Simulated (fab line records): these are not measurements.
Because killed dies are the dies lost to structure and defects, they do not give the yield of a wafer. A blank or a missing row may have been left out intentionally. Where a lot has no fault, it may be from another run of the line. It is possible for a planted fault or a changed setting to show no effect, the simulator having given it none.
fab line records ; flow nand_harc
[record] lots = 6; wafers = 18; last_day = 32
route steps=1302 shown A_BONDPAD@1214 HYBRID_BOND@1237 THIN_TSV@1244 END@1302
lots with no fault: from the same line, run without faults
start_h: hours from the record's first day to the start of the lot's first wafer shown ; wait_h: hours since the lot's step before ; " same as the row above ; L1.1+2: a single row standing in for several wafers ; - no value, or no start was given ; * or withheld: withheld ; < > ~ a bound
route shown NAME@n: names a module that has steps shown in the file, with the first one's number in the route ; usual: average and standard deviation across the fault-free wafers ; same: alike in all rows ; chamber/n: place in a boat ; sites: each site's reading ; _std_site: their standard deviation ; _edge_site: the outer-site mean with the inner-site mean subtracted ; radius_mm: for every site, how far away it sits from the centre of the wafer ; mask NAME#n: copy n ; behind: tool/chamber where the wafer was last shaped ; hold: reason for holding the lot/hours on hold/outcome of the hold ; device: the n, p or np transistor that did not switch ; end of line: the tests these same wafers got at the end of their route ; where a step has no rows: the recipe by itself ; killed: the dies lost at the first sort to structure and to defects; this is not the yield of the wafer ; map: a wafer's dies, x killed, . not, _ none there
set.NAME: the run value of the setting; set.NAME@STEP: its run value at that earlier step ; model.NAME: the simulator's own value behind a step, which no gauge read
a table for each step, a row for each wafer; lots at some steps of the route
services: when a tool's chamber went out of use (start_h, in hours from the record's first day, below 0 if earlier), for how many hours, and the reason
[[steps]]
[step NHARC_A_BONDPAD_DEVELOP_08]
[recipe] time_s = 50; dev_temp_c = 22
[step NHARC_A_BONDPAD_CD_MEAS_09]
[recipe] target_cd_nm = 500; landing_energy_ev = 500
[usual] cd_nm = 499.5/1.9
lot.wafer;tool;chamber;start_h;wait_h;cd_nm
L677.2;cd_sem-01;0;522.16;-;497.9
L677.3;cd_sem-01;0;522.16;-;500.3
L677.4;cd_sem-01;0;522.16;-;498.6
L685.1;cd_sem-01;0;608.81;-;505.3
L685.3;cd_sem-01;0;608.81;-;501.6
L685.4;cd_sem-01;0;608.81;-;500.0
L686.2;cd_sem-01;0;630.72;-;500.1
L686.3;cd_sem-01;0;630.72;-;498.5
L686.4;cd_sem-01;0;630.72;-;498.4
L693.2;cd_sem-01;0;681.97;-;499.2
L693.4;cd_sem-01;0;681.97;-;501.3
L693.5;cd_sem-01;0;681.97;-;497.3
L696.1;cd_sem-02;0;723.19;-;502.1
L696.4;cd_sem-02;0;723.19;-;499.2
L696.5;cd_sem-02;0;723.19;-;497.6
L698.1;cd_sem-01;0;740.19;-;498.5
L698.4;cd_sem-01;0;740.19;-;498.2
L698.5;cd_sem-01;0;740.19;-;495.4
[step NHARC_A_BONDPAD_OVL_MEAS_35]
[usual] overlay_x_nm = 1/5.7; overlay_y_nm = 1/5.7
lot.wafer;tool;chamber;start_h;wait_h;overlay_x_nm;overlay_y_nm
L677.2;overlay-01;-;522.24;-;14;-8
L677.3;overlay-01;-;522.24;-;14;-7
L677.4;overlay-01;-;522.24;-;14;-7
L685.1;overlay-01;-;608.90;-;-6;14
L685.3;overlay-01;-;608.90;-;-5;14
L685.4;overlay-01;-;608.90;-;-5;14
L686.2;overlay-01;-;630.80;-;-1;-9
L686.3;overlay-01;-;630.80;-;0;-9
L686.4;overlay-01;-;630.80;-;0;-9
L693.2;overlay-01;-;682.07;-;-1;-2
L693.4;overlay-01;-;682.07;-;-1;-2
L693.5;overlay-01;-;682.07;-;-1;-2
L696.1;overlay-02;-;723.28;-;4;6
L696.4;overlay-02;-;723.28;-;4;7
L696.5;overlay-02;-;723.28;-;4;7
L698.1;overlay-01;-;740.28;-;-2;-1
L698.4;overlay-01;-;740.28;-;-2;-1
L698.5;overlay-01;-;740.28;-;-2;-1
[step NHARC_A_BONDPAD_HARDBAKE_10]
[recipe] temp_c = 118; time_s = 65
[step NHARC_A_BONDPAD_DESCUM_11]
[recipe] time_s = 3; o2_flow_sccm = 200; ar_flow_sccm = 0; bias_power_w = 0; chemistry = O2
[step NHARC_A_BONDPAD_ETCH_34]
[recipe] target_depth_a = 600; overetch_a = 180; time_s = 65.91; ion_energy_ev = 200; n2_flow_sccm = 150; h2_flow_sccm = 150; ar_flow_sccm = 0; rf_w = 400; bias_w = 150; chemistry = N2/H2
[step NHARC_A_BONDPAD_ETCH_12]
[recipe] target_depth_a = 2200; time_s = 110; chf3_flow_sccm = 50; o2_flow_sccm = 10; ar_flow_sccm = 200; rf_w = 500; bias_w = 200; chemistry = CHF3/O2
[step NHARC_A_BONDPAD_CD_MEAS_13]
[usual] cd_nm = 499.0/2.1
lot.wafer;tool;chamber;start_h;wait_h;cd_nm
L677.2;cd_sem-01;-;522.69;-;498.4
L677.3;cd_sem-01;-;522.69;-;499.6
L677.4;cd_sem-01;-;522.69;-;499.4
L685.1;cd_sem-01;-;609.33;-;503.7
L685.3;cd_sem-01;-;609.33;-;500.9
L685.4;cd_sem-01;-;609.33;-;501.3
L686.2;cd_sem-02;-;631.24;-;497.2
L686.3;cd_sem-02;-;631.24;-;498.6
L686.4;cd_sem-02;-;631.24;-;497.8
L693.2;cd_sem-01;-;682.51;-;498.8
L693.4;cd_sem-01;-;682.51;-;500.0
L693.5;cd_sem-01;-;682.51;-;495.3
L696.1;cd_sem-01;-;723.72;-;500.7
L696.4;cd_sem-01;-;723.72;-;497.9
L696.5;cd_sem-01;-;723.72;-;496.2
L698.1;cd_sem-03;-;740.72;-;497.0
L698.4;cd_sem-03;-;740.72;-;498.1
L698.5;cd_sem-03;-;740.72;-;493.6
[step NHARC_A_BONDPAD_STRIP_15]
[recipe] o2_flow_sccm = 500; ar_flow_sccm = 0; bias_w = 0; chemistry = O2
[usual] drypump_motor_current_A = 5.8/0.39; oes_product_au = 1.000/0.015; rf_vpp_V = 58.0/0.86; showerhead_plenum_p_Torr = 3.58/0.18; throttle_valve_pct = 17.037/0.0091
lot.wafer;tool;chamber;start_h;wait_h;drypump_motor_current_A;oes_product_au;rf_hours_counter_h;rf_vpp_V;showerhead_plenum_p_Torr;throttle_valve_pct
L677.4;rie_diel-07;2;522.76;0.1;5.7;0.998;1;57.5;3.43;17.032
L677.2;rie_diel-07;0;522.76;0.1;6.3;1.011;1;57.6;3.48;17.051
L677.3;rie_diel-07;1;522.76;0.1;5.2;1.003;1;58.8;3.60;17.027
L685.1;rie_diel-12;0;609.41;0.1;5.6;1.001;26;58.1;3.79;17.024
L685.4;rie_diel-12;1;609.41;0.1;6.1;0.999;28;57.2;3.27;17.037
L685.3;rie_diel-12;2;609.41;0.1;5.9;0.989;28;57.1;3.28;17.029
L686.3;rie_diel-10;3;631.33;0.1;6.1;0.989;9;56.8;3.48;17.045
L686.4;rie_diel-10;0;631.33;0.1;6.1;0.975;12;58.1;3.80;17.006
L686.2;rie_diel-10;1;631.33;0.1;5.2;1.000;13;59.3;3.60;17.049
L693.4;rie_diel-12;0;682.60;0.1;5.5;0.994;6;57.5;3.79;17.048
L693.2;rie_diel-12;2;682.60;0.1;5.9;0.989;4;56.6;3.28;17.026
L693.5;rie_diel-12;0;682.60;0.1;5.5;0.994;-;56.6;3.79;17.037
L696.4;rie_diel-07;2;723.79;0.1;5.7;0.989;1;58.0;3.42;17.033
L696.1;rie_diel-07;3;723.79;0.1;6.4;1.035;1;59.6;3.72;17.051
L696.5;rie_diel-07;3;723.79;0.1;6.4;1.033;-;60.0;3.72;17.054
L698.1;rie_diel-07;2;740.83;0.1;5.7;0.991;2;58.4;3.42;17.016
L698.4;rie_diel-07;3;740.83;0.1;6.4;1.022;2;58.1;3.72;17.031
L698.5;rie_diel-07;0;740.83;0.1;6.3;1.000;-;57.7;3.48;17.020
[step NHARC_A_BONDPAD_ETCH_24]
[recipe] target_depth_a = 300; over_etch_frac = 0.3; time_s = 72.99; ion_energy_ev = 150; cf4_flow_sccm = 50; n2_flow_sccm = 100; ar_flow_sccm = 150; rf_w = 300; bias_w = 100; chemistry = CF4/N2
[step NHARC_A_BONDPAD_STRIP_16]
[recipe] time_s = 600; temp_c = 30; chemistry = post_etch_residue_remover
[step NHARC_A_BONDPAD_DEGAS_25]
[recipe] temp_c = 300; time_s = 60
[usual] heater_power_w = 470/31
lot.wafer;tool;chamber;start_h;wait_h;heater_power_w
L677.3;pvd_sputter-03;-;523.31;-;437
L677.2;pvd_sputter-03;-;523.31;-;508
L677.4;pvd_sputter-03;-;523.31;-;493
L685.1;pvd_sputter-03;-;609.96;-;439
L685.4;pvd_sputter-03;-;609.96;-;504
L685.3;pvd_sputter-03;-;609.96;-;489
L686.2;pvd_sputter-03;-;631.86;-;517
L686.3;pvd_sputter-03;-;631.86;-;443
L686.4;pvd_sputter-03;-;631.86;-;485
L693.2;pvd_sputter-01;-;683.13;-;450
L693.4;pvd_sputter-01;-;683.13;-;403
L693.5;pvd_sputter-01;-;683.13;-;444
L696.4;pvd_sputter-01;-;724.34;-;461
L696.1;pvd_sputter-01;-;724.34;-;407
L696.5;pvd_sputter-01;-;724.34;-;449
L698.4;pvd_sputter-03;-;741.39;-;511
L698.1;pvd_sputter-03;-;741.39;-;487
L698.5;pvd_sputter-03;-;741.39;-;521
[step NHARC_A_BONDPAD_PRE_CLEAN_26]
[recipe] time_s = 30; temp_c = 280; gas = H2/He
[usual] heater_power_w = 413/28
lot.wafer;tool;chamber;start_h;wait_h;heater_power_w
L677.3;pvd_sputter-03;-;523.37;-;409
L677.2;pvd_sputter-03;-;523.37;-;440
L677.4;pvd_sputter-03;-;523.37;-;392
L685.1;pvd_sputter-03;-;610.02;-;438
L685.4;pvd_sputter-03;-;610.02;-;381
L685.3;pvd_sputter-03;-;610.02;-;420
L686.4;pvd_sputter-03;-;631.92;-;430
L686.2;pvd_sputter-03;-;631.92;-;419
L686.3;pvd_sputter-03;-;631.92;-;386
L693.4;pvd_sputter-01;-;683.19;-;353
L693.2;pvd_sputter-01;-;683.19;-;391
L693.5;pvd_sputter-01;-;683.19;-;351
L696.1;pvd_sputter-01;-;724.41;-;430
L696.4;pvd_sputter-01;-;724.41;-;388
L696.5;pvd_sputter-01;-;724.41;-;386
L698.4;pvd_sputter-03;-;741.44;-;397
L698.1;pvd_sputter-03;-;741.44;-;457
L698.5;pvd_sputter-03;-;741.44;-;395
[step NHARC_A_BONDPAD_PVD_17]
[recipe] target_thk_a = 50; bias_v = 168.6; power_w = 15000; chamber_pressure_pa = 0.12; time_s = 8.06; substrate_temp_c = 50; material = TaN
[step NHARC_A_BONDPAD_PVD_27]
[recipe] target_thk_a = 300; chamber_pressure_pa = 5; power_w = 5000; substrate_temp_c = 30; time_s = 20.49; material = Cu
[step NHARC_A_BONDPAD_ECD_18]
[recipe] target_thk_a = 4000; bath_temp_c = 25; material = Cu
[step NHARC_A_BONDPAD_ANNEAL_28]
[recipe] temp_c = 225; time_s = 90
[step NHARC_A_BONDPAD_CMP_19]
[recipe] t_overpolish_s = 30; cu_recess_touch_s = 16; target_thk_nm = 169.82
[step NHARC_A_BONDPAD_THK_MEAS_20]
[recipe] thk_meas_gauge = xrf
[usual] thk_nm = 169.4/1.7
lot.wafer;tool;chamber;start_h;wait_h;thk_nm
L677.2;film_metro-02;-;524.71;-;170.9
L677.3;film_metro-02;-;524.71;-;169.7
L677.4;film_metro-02;-;524.71;-;168.9
L685.1;film_metro-02;-;611.36;-;170.3
L685.3;film_metro-02;-;611.36;-;171.5
L685.4;film_metro-02;-;611.36;-;167.4
L686.2;film_metro-02;-;633.27;-;169.9
L686.3;film_metro-02;-;633.27;-;169.8
L686.4;film_metro-02;-;633.27;-;168.7
L693.2;film_metro-02;-;684.54;-;170.1
L693.4;film_metro-02;-;684.54;-;167.8
L693.5;film_metro-02;-;684.54;-;171.6
L696.1;film_metro-01;-;725.74;-;166.3
L696.4;film_metro-01;-;725.74;-;168.9
L696.5;film_metro-01;-;725.74;-;168.1
L698.1;film_metro-02;-;742.81;-;170.2
L698.4;film_metro-02;-;742.81;-;167.7
L698.5;film_metro-02;-;742.81;-;170.2
[step NHARC_A_BONDPAD_SRD_21]
[recipe] time_s = 30; temp_c = 23; dry_time_s = 20; spin_rpm = 1500
[step NHARC_HYBRID_BOND_ACTIVATE_00]
[recipe] time_s = 60; n2_flow_sccm = 200; ar_flow_sccm = 0; bias_power_w = 0; chemistry = N2
[step NHARC_HYBRID_BOND_PRECLEAN_01]
[recipe] time_s = 300; temp_c = 23; chemistry = DIW
[step NHARC_HYBRID_BOND_SRD_02]
[recipe] time_s = 30; temp_c = 23; dry_time_s = 20; spin_rpm = 1500
[step NHARC_HYBRID_BOND_BOND_03]
[recipe] temp_c = 25
[step NHARC_HYBRID_BOND_ANNEAL_04]
[recipe] temp_c = 300; time_s = 7200; ramp_up_c_per_min = 5; ramp_down_c_per_min = 3; idle_temp_c = 100; pressure_atm = 1
[step NHARC_HYBRID_BOND_OVL_MEAS_05]
[usual] overlay_x_nm = 6/32; overlay_y_nm = 0/34
lot.wafer;tool;chamber;start_h;wait_h;overlay_x_nm;overlay_y_nm
L677.2;overlay-01;-;531.18;0.4;96;-42
L677.3;overlay-01;-;531.18;0.4;-2;-2
L677.4;overlay-01;-;531.18;0.4;-5;11
L685.1;overlay-01;-;621.00;0.4;15;32
L685.3;overlay-01;-;621.00;0.4;-80;-38
L685.4;overlay-01;-;621.00;0.4;26;-21
L686.2;overlay-01;-;643.05;0.4;-61;14
L686.3;overlay-01;-;643.05;0.4;70;-9
L686.4;overlay-01;-;643.05;0.4;7;24
L693.2;overlay-01;-;697.08;0.4;-42;67
L693.4;overlay-01;-;697.08;0.4;18;-37
L693.5;overlay-01;-;697.08;0.4;14;-46
L696.1;overlay-02;-;738.65;0.4;-5;1
L696.4;overlay-02;-;738.65;0.4;67;11
L696.5;overlay-02;-;738.65;0.4;-20;15
L698.1;overlay-02;-;753.14;0.4;-38;-42
L698.4;overlay-02;-;753.14;0.4;-16;-27
L698.5;overlay-02;-;753.14;0.4;46;-15
[step NHARC_THIN_TSV_GRIND_00]
[recipe] target_thk_um = 6
[usual] motor_current_A = 12.001/0.021
lot.wafer;tool;chamber;start_h;wait_h;motor_current_A
L677.2;grinder-01;0;532.78;1.5;11.994
L677.3;grinder-01;0;532.78;1.5;11.983
L677.4;grinder-01;0;532.78;1.5;12.010
L685.1;grinder-01;0;621.20;0.1;12.015
L685.3;grinder-01;0;621.20;0.1;12.007
L685.4;grinder-01;0;621.20;0.1;11.973
L686.2;grinder-01;0;643.46;0.3;12.034
L686.3;grinder-01;0;643.46;0.3;11.995
L686.4;grinder-01;0;643.46;0.3;12.018
L693.2;grinder-01;0;698.68;1.5;12.025
L693.4;grinder-01;0;698.68;1.5;12.000
L693.5;grinder-01;0;698.68;1.5;11.977
L696.1;grinder-01;0;744.00;5.3;11.977
L696.4;grinder-01;0;744.00;5.3;11.983
L696.5;grinder-01;0;744.00;5.3;12.001
L698.1;grinder-01;0;753.34;0.1;12.004
L698.4;grinder-01;0;753.34;0.1;12.004
L698.5;grinder-01;0;753.34;0.1;11.973
[step NHARC_THIN_TSV_CMP_01]
[recipe] target_thk_um = 3
[usual] motor_current_A = 11.6/1.1; slurry_filter_dp_kPa = 13.50/0.15
lot.wafer;tool;chamber;start_h;wait_h;motor_current_A;slurry_filter_dp_kPa
L677.3;cmp-03;1;533.86;0.7;10.5;13.29
L677.4;cmp-03;2;533.86;0.7;9.9;13.53
L677.2;cmp-03;0;533.86;0.7;12.6;13.44
L685.1;cmp-03;2;622.43;1.0;9.9;13.29
L685.4;cmp-03;3;622.43;1.0;11.8;13.66
L685.3;cmp-03;0;622.43;1.0;13.1;13.37
L686.2;cmp-03;0;644.49;0.8;12.7;13.64
L686.4;cmp-03;2;644.49;0.8;10.0;13.66
L686.3;cmp-03;3;644.49;0.8;11.8;13.60
L693.2;cmp-04;2;699.71;0.8;12.1;13.68
L693.4;cmp-04;1;699.71;0.8;12.5;13.47
L693.5;cmp-04;3;699.71;0.8;10.2;13.56
L696.4;cmp-04;1;745.25;0.4;12.8;13.66
L696.1;cmp-04;3;745.25;0.4;10.2;13.23
L696.5;cmp-04;2;745.25;0.4;12.2;13.54
L698.1;cmp-02;3;754.57;1.0;11.3;13.56
L698.4;cmp-02;0;754.57;1.0;13.4;13.26
L698.5;cmp-02;0;754.57;1.0;13.3;13.32
[step NHARC_THIN_TSV_THK_MEAS_02]
[recipe] thk_meas_gauge = ir
[usual] thk_nm = 3033/200
lot.wafer;tool;chamber;start_h;wait_h;thk_nm
L677.2;film_metro-02;-;534.12;0.2;3225
L677.3;film_metro-02;-;534.12;0.2;3313
L677.4;film_metro-02;-;534.12;0.2;3195
L685.1;film_metro-01;-;622.67;-;3203
L685.3;film_metro-01;-;622.67;-;3255
L685.4;film_metro-01;-;622.67;-;2811
L686.2;film_metro-02;-;644.75;-;3332
L686.3;film_metro-02;-;644.75;-;2780
L686.4;film_metro-02;-;644.75;-;2958
L693.2;film_metro-02;-;699.98;-;3036
L693.4;film_metro-02;-;699.98;-;3033
L693.5;film_metro-02;-;699.98;-;3240
L696.1;film_metro-01;-;745.52;0.2;3189
L696.4;film_metro-01;-;745.52;0.2;2936
L696.5;film_metro-01;-;745.52;0.2;3060
L698.1;film_metro-02;-;754.83;0.2;3417
L698.4;film_metro-02;-;754.83;0.2;3145
L698.5;film_metro-02;-;754.83;0.2;3248
[step NHARC_THIN_TSV_SRD_03]
[step NHARC_THIN_TSV_PRECLEAN_41]
[recipe] time_s = *; temp_c = 50; bath_age_min = 0; chemistry = SC1
[step NHARC_THIN_TSV_SRD_42]
[step NHARC_THIN_TSV_DEP_43]
[recipe] target_thk_a = 13285; temp_c = withheld; pressure_torr = 6.5; rf_w = 900; teos_flow_sccm = 161.4; flow_sccm = 2650; target_thk_nm = 1328.5; gas = O2; material = SiO2
[usual] throttle_valve_pct = 16.3/0.34
lot.wafer;tool;chamber;start_h;wait_h;throttle_valve_pct
L677.2;pecvd-01;1;534.35;-;16.1
L677.3;pecvd-01;0;534.35;-;16.0
L677.4;pecvd-01;2;534.35;-;16.2
L685.3;pecvd-02;2;622.90;-;16.6
L685.1;pecvd-02;0;622.90;-;16.5
L685.4;pecvd-02;1;622.90;-;16.2
L686.3;pecvd-01;2;644.97;-;16.5
L686.2;pecvd-01;1;644.97;-;16.0
L686.4;pecvd-01;2;644.97;-;16.3
L693.2;pecvd-02;1;700.20;-;16.2
L693.5;pecvd-02;1;700.20;-;16.3
L693.4;pecvd-02;2;700.20;-;16.4
L696.1;pecvd-02;2;745.75;-;16.8
L696.5;pecvd-02;0;745.75;-;16.9
L696.4;pecvd-02;1;745.75;-;16.5
L698.1;pecvd-02;2;755.10;-;16.5
L698.4;pecvd-02;2;755.10;-;16.6
L698.5;pecvd-02;0;755.10;-;16.6
[step NHARC_THIN_TSV_DEHYDRATE_04]
[recipe] temp_c = 150; time_s = 120
[step NHARC_THIN_TSV_HMDS_05]
[recipe] time_s = 30
[step NHARC_THIN_TSV_COAT_06]
[recipe] spin_rpm = *
[step NHARC_THIN_TSV_SOFTBAKE_07]
[recipe] temp_c = 122; time_s = 95
[step NHARC_THIN_TSV_EBR_08]
[step NHARC_END_SORT_01]
[recipe] temp_c = 25
[usual] defect_limited_yield = 91.5/2.5; killed_at_array = 52/17; killed_at_other = 1.2/1.4; killed_at_periphery = 4.7/2.9; killed_dies = 58/17; killed_open = 3.2/1.9; killed_short = 2.4/1.4; sort_bin_2_pct = 3.0/1.1; sort_bin_3_pct = 0.6/0.37; sort_bin_4_pct = 4.8/1.4; sort_n_pass = 619/17; sort_rim_yield_pct = 90/4.9; sort_yield_pct = 91.5/2.5
[same] gross_dies = 677; sort_bin_5_pct[%] = 0; sort_bin_6_pct[%] = 0; sort_bin_7_pct[%] = 0; sort_bin_8_pct[%] = 0; sort_rim_n_gross = 106.00
lot.wafer;tool;chamber;start_h;wait_h;defect_limited_yield[%];killed_at_array;killed_at_other;killed_at_periphery;killed_dies;killed_open;killed_short;sort_bin_2_pct[%];sort_bin_3_pct[%];sort_bin_4_pct[%];sort_n_pass;sort_rim_yield_pct[%];sort_yield_pct[%]
L677.2;prober-02;0;549.96;2.8;87.4;76;3;6;85;1;4;4.4;0.9;7.2;592;88;87.4
L677.3;prober-02;0;550.76;3.1;92.6;46;0;4;50;6;0;3.0;1.2;3.2;627;89;92.6
L677.4;prober-02;0;551.56;3.4;89.1;70;1;3;74;2;2;3.8;0.9;6.2;603;91;89.1
L685.1;prober-02;0;642.83;2.5;76.1;157;0;5;162;3;4;9.7;5.5;8.7;515;78;76.1
L685.3;prober-02;0;644.43;3.1;80.8;128;0;2;130;3;1;7.5;4.9;6.8;547;90;80.8
L685.4;prober-02;0;645.23;3.4;71.9;187;0;3;190;1;4;11.1;5.6;11.4;487;86;71.9
L686.2;prober-02;0;661.52;2.8;72.7;171;7;7;185;1;3;11.1;5.6;10.6;492;78;72.7
L686.3;prober-02;0;662.32;3.1;72.4;180;3;4;187;5;2;10.5;4.9;12.3;490;79;72.4
L686.4;prober-02;0;663.12;3.4;76.4;151;1;8;160;3;2;9.6;5.0;9.0;517;75;76.4
// killed by level:class
L677.2 A_SLIT:chamber_film_flake=22 A_CHANNEL_HOLE_D2:chamber_film_flake=19 A_CHANNEL_HOLE_D1:chamber_film_flake=18 A_CONTACT:chamber_film_flake=6 P_BONDPAD:chamber_film_flake=4 A_STAIRCASE:chamber_film_flake=4 THIN_TSV:chamber_film_flake=3 A_M0:geometric_particle:short=2
L677.3 A_SLIT:chamber_film_flake=13 A_CHANNEL_HOLE_D2:chamber_film_flake=9 A_CHANNEL_HOLE_D1:chamber_film_flake=8 A_CONTACT:chamber_film_flake=5 A_STAIRCASE:chamber_film_flake=3 P_CONTACT:geometric_particle:open=2 A_DECK1_JOINT:chamber_film_flake=2 A_CHANNEL_FILL_D1:geometric_particle:open=1
L677.4 A_SLIT:chamber_film_flake=25 A_CHANNEL_HOLE_D2:chamber_film_flake=18 A_CHANNEL_HOLE_D1:chamber_film_flake=17 A_STAIRCASE:chamber_film_flake=4 P_BONDPAD:chamber_film_flake=2 A_CHANNEL_FILL_D2:chamber_film_flake=2 A_CONTACT:chamber_film_flake=2 P_M0:geometric_particle:open=1
L685.1 A_BONDPAD:unspecified=85 A_CHANNEL_HOLE_D2:chamber_film_flake=25 A_CHANNEL_HOLE_D1:chamber_film_flake=19 A_SLIT:chamber_film_flake=17 A_CONTACT:chamber_film_flake=5 P_GATE:chamber_film_flake=4 A_ONON_D1:geometric_particle:short=2 P_CONTACT:geometric_particle:open=1
L685.3 A_BONDPAD:unspecified=91 A_SLIT:chamber_film_flake=13 A_CHANNEL_HOLE_D2:chamber_film_flake=12 A_CHANNEL_HOLE_D1:chamber_film_flake=6 A_DECK1_JOINT:chamber_film_flake=2 P_M0:geometric_particle:open=1 A_SOURCE_PLATE:geometric_particle:short=1 A_ONON_D2:geometric_particle:open=1
L685.4 A_BONDPAD:unspecified=91 A_SLIT:chamber_film_flake=41 A_CHANNEL_HOLE_D2:chamber_film_flake=24 A_CHANNEL_HOLE_D1:chamber_film_flake=19 A_CONTACT:chamber_film_flake=3 A_DECK1_JOINT:chamber_film_flake=2 A_ONON_D2:geometric_particle:short=1 A_CHANNEL_HOLE_D2:geometric_particle:short=1
L686.2 A_BONDPAD:unspecified=97 A_CHANNEL_HOLE_D1:chamber_film_flake=34 A_SLIT:chamber_film_flake=23 THIN_TSV:chamber_film_flake=7 A_CHANNEL_HOLE_D2:chamber_film_flake=6 A_CONTACT:chamber_film_flake=5 P_GATE:chamber_film_flake=3 A_BLC:chamber_film_flake=2
L686.3 A_BONDPAD:unspecified=88 A_SLIT:chamber_film_flake=32 A_CHANNEL_HOLE_D1:chamber_film_flake=30 A_CHANNEL_HOLE_D2:chamber_film_flake=13 A_CONTACT:chamber_film_flake=7 THIN_TSV:chamber_film_flake=3 P_GATE:chamber_film_flake=2 P_CONTACT:geometric_particle:open=1
L686.4 A_BONDPAD:unspecified=84 A_CHANNEL_HOLE_D2:chamber_film_flake=21 A_SLIT:chamber_film_flake=21 A_CHANNEL_HOLE_D1:chamber_film_flake=11 P_GATE:chamber_film_flake=4 A_CONTACT:chamber_film_flake=4 A_CHANNEL_FILL_D1:geometric_particle:short=2 A_CHANNEL_HOLE_D2:geometric_particle:open=2
// map L685.4 (x killed, . not)
____________.____________
_________......._________
_______..........._______
______.............______
_____x.............._____
____xxxx.............____
____xxxx.............____
___xxxxx..............___
___.xxx.............x.___
__.xxxxx...............__
__x..x..x.....x.x......__
_.x.........x..........._
_..........x.x.........._
_..x....xxxx......x....._
_.........xx.xx..x......_
_.......x.xxxxx.x......._
.........xxxx..x.........
.........xx.xxxx..x......
..........xxxxxx.x.......
........xxxxxxx.xx.xx....
........xxx.xxxxxxx.x....
_.x...x..x...xxxxxx....._
_..........xxxxxxxxxx..x_
_..........xxxxxxxxx...._
_.....x....xxxxxxxxx...._
_...........xxxxxxxx.x.._
__..........xxxxxxxx...__
__...x......xxxxxxx.x..__
___..........xxxxxxx..___
___.x........xxxxxx...___
____...........xx....____
____.....x.....x.....____
_____......xx......._____
______....xxx......______
_______....xxxx..._______
_________xxxxxx._________
____________x____________
// map L686.3 (x killed, . not)
____________.____________
_________.....xx_________
_______.x........._______
______.x...........______
_____x.x......x....._____
____xxx...........x..____
____xxx....x.........____
___xxxxx.x............___
___xxxxx..............___
__xxxxxx...............__
__.x..x....x...........__
_......................._
_....xx...xx............_
_........xx.xx.........._
_........xxxxx.........._
_........xx.xx.........._
..........xxxxx..........
...........xxx.xx...x....
..........x..xxxxx..xx...
.........xxxxxxxx.xx.x...
..x......xx.xxxxxxx......
_.........x..xxxxxx....._
_x..........xxxxxxxx...._
_..........xxxxxxxxx...x_
_......xx..xxxxxxxxxx..._
_.....xx.....xxxxxxxx..._
__x..x......xxxxxxxxx..__
__...........xxxxxx....__
___...x....x.xxxxxx.x.___
___.........xxxx.xx.x.___
____.........x..x....____
____.................____
_____.........x...xx_____
______........x.x.x______
_______.......xx.x_______
_________.....xx_________
____________x____________
[[services]]
tool;chamber;start_h;hours;kind
pecvd-01;0;499.49;5.9;repair
cmp-03;-;505.42;2.0;repair
cmp-04;-;506.97;4.0;pm
pvd_sputter-03;-;524.13;2.9;repair
pvd_sputter-03;-;527.05;10.0;pm
pecvd-02;-;533.68;10.6;repair
cmp-03;-;536.21;0.9;repair
rie_diel-07;0;555.03;3.6;repair
pvd_sputter-01;-;559.20;3.8;repair
cmp-03;-;568.87;3.5;repair
cmp-03;-;574.55;4.0;pm
pecvd-02;-;589.32;13.0;pm
pvd_sputter-01;-;590.41;10.0;pm
rie_diel-07;-;594.58;2.3;repair
cmp-04;-;604.97;4.0;pm
pvd_sputter-01;-;619.70;1.6;repair
rie_diel-12;-;622.40;9.0;pm
rie_diel-12;2;632.62;14.1;repair
rie_diel-07;-;648.20;9.0;pm
pecvd-01;-;649.01;1.3;repair
cmp-03;-;672.55;4.0;pm
pvd_sputter-03;-;689.77;6.9;repair
pvd_sputter-03;-;705.10;10.0;pm
grinder-01;-;736.00;8.0;pm
[[key]]
[first_sign] step = NHARC_END_SORT_01; reading = killed_at_array; direction = up; sigmas = 6.6; usual = 52; struck = 162
[effect] step = NHARC_END_SORT_01; reading = defect_limited_yield; direction = down; sigmas = 6.6; usual = 91.5; struck = 75.0
[more_kills_born_at] NHARC_A_BONDPAD_PRE_CLEAN_26@pvd_sputter-03 = 536
met_at NHARC_A_BONDPAD_PRE_CLEAN_26
struck_wafers L685.1,L685.3,L685.4,L686.2,L686.3,L686.4
onset_between 523.37 610.02
[fault] kind = chamber_particle_source; tool = pvd_sputter-03; chamber = -; onset_h = 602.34; steps = NHARC_A_BONDPAD_PRE_CLEAN_26; rate_per_visit_cm2 = 1.0294; end_h = 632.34
